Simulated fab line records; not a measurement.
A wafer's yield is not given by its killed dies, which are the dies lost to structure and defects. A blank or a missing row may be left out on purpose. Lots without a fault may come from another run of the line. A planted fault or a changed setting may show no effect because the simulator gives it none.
Chamber matching    flow n5 finfet    cvd co-01 running N5_BEOL_M2_CO_CAP_55: 3 sister chambers
The step material Co, precursor CCTBA/H2, target thk 2 nm, time 102.1 s. 6 wafers are shown with their chamber, then 12 later ones without.

EACH WAFER AND ITS CHAMBER
wafer   chamber  heater power w (W)
L084.4  0        217
L089.2  2        217
L089.6  1        249
L090.2  2        222
L090.4  0        224
L090.6  1        247

WAFERS WHOSE CHAMBER IS MISSING
wafer   heater power w (W)
L092.3  222
L092.4  219
L092.5  219
L095.1  221
L095.4  218
L095.5  248
L097.1  219
L097.4  219
L097.6  219
L096.1  221
L096.4  254
L096.6  219

WHICH CHAMBER EACH ONE RAN IN
wafer   from the rows above      in truth
L092.3  can't be placed: 0 or 2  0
L092.4  can't be placed: 2 or 0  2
L092.5  can't be placed: 2 or 0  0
L095.1  can't be placed: 0 or 2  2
L095.4  can't be placed: 2 or 0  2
L095.5  1                        1
L097.1  can't be placed: 2 or 0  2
L097.4  can't be placed: 2 or 0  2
L097.6  can't be placed: 2 or 0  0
L096.1  can't be placed: 0 or 2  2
L096.4  1                        1
L096.6  can't be placed: 2 or 0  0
2 of 12 placed correctly. Can't be placed from these rows: 10 (the true chamber is among the candidates in 10). Wrongly placed: 0.
How it was worked out, from the rows above alone: a wafer's distance from a chamber is the root of the sum, over the readings, of the square of ((its reading less the chamber's mean) divided by the reading's scatter). The wafer belongs to the nearest chamber; if the next one is less than 2 further off, it can't be placed. The mean given for a chamber averages the wafers shown for that chamber. The scatter: the root of (the sum of the squares of (reading less its chamber's mean) over the shown wafers, divided by (wafers less chambers)).
